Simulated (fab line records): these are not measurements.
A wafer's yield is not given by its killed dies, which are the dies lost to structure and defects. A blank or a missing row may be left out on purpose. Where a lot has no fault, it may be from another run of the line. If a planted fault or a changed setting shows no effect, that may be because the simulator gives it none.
Which of the tools did it? | flow nandHarc | route of 1302 steps, sampled at 1 step: 7 lots, 21 wafers

WHAT THE GAUGES SHOWED, per wafer
NHARC_P_ZERO_WELL_CD_MEAS_24 targets a cd of 720 nm.
lot  | measured     | on       | cdNm (nm)
L324 | day 2 18:38  | cdSem-02 | 721.7 718.0 719.2
L326 | day 3 14:35  | cdSem-01 | 721.5 719.3 722.2
L328 | day 4 10:35  | cdSem-03 | 723.1 720.8 722.6
L330 | day 5 06:20  | cdSem-03 | 717.0 721.7 720.7
L337 | day 8 04:38  | cdSem-03 | 721.4 719.9 722.9
L342 | day 10 08:08 | cdSem-02 | 723.6 723.4 723.8
L344 | day 11 02:29 | cdSem-01 | 722.5 722.8 721.5

WHICH TOOL RAN EACH LOT (tool, then ch and the chambers of the sampled wafers, then the start)
Record: no process step prior to these readings.

THE ANSWER, worked out from the rows above alone
Rule: usual is defined by the lots themselves. Put in order of their means at a reading, lots are off if they are a third of the lots or fewer, leave a main group of 4 or more, and stand apart from it by a gap of 3 or more times the standard deviation of the main group's means; of several such gaps the widest counts. The tables above print the reading to a certain number of digits; a main group whose means all agree to those digits is not used. A lot without any number at a reading at which 4 lots or more have one is off too. All remaining lots with rows at the step are treated as sound.
Across all readings shown, no lot is off: no conclusion can be drawn from this.

WHAT WAS PUT IN BY THE SIMULATOR
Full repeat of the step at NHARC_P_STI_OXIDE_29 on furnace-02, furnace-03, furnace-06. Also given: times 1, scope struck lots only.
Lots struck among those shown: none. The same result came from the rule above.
